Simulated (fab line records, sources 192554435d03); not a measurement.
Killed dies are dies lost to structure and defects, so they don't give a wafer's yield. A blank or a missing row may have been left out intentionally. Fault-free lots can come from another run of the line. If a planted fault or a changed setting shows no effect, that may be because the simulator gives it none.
Matching of chambers -- flow n5 finfet -- 3 sister chambers for N5_BEOL_M6_CURE_75 on uv cure-02
The step cures SiCOH lowk, time 120 s. 3 wafers are shown with their chamber, then 10 later ones without.

WAFERS WITH THEIR CHAMBER
wafer,chamber,wafer_temp_C_max
L084.5,2,372.2
L085.6,1,373.6
L087.4,0,371.4

WAFERS MISSING THEIR CHAMBER
wafer,wafer_temp_C_max
L087.6,371.4
L091.3,371.7
L091.4,371.4
L091.6,371.2
L093.2,372.2
L093.5,370.9
L093.6,371.6
L095.1,371.2
L095.2,371.0
L095.3,371.2

WHICH CHAMBER EACH WENT THROUGH
wafer,from the rows above,in truth
L087.6,0,0
L091.3,can't be placed: 0 or 2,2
L091.4,0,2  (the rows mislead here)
L091.6,0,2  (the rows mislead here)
L093.2,2,2
L093.5,0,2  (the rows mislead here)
L093.6,can't be placed: 0 or 2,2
L095.1,0,0
L095.2,0,0
L095.3,0,0
Correct placement for 5 of the 10. Not placeable from these rows: 2 (in 2, the candidates include the true chamber). Wrongly placed: 3.
How it was worked out, from the rows above alone: a wafer's distance from a chamber is the root of the sum, over the readings, of the square of ((its reading less the chamber's mean) divided by the reading's scatter). The wafer belongs to the nearest chamber; if the next one is less than 2 further off, it can't be placed. Each chamber's mean is taken over the wafers shown for it. The scatter: with one shown wafer a chamber, the root of the mean of the squares of how far each hidden wafer lies from its nearest shown one.
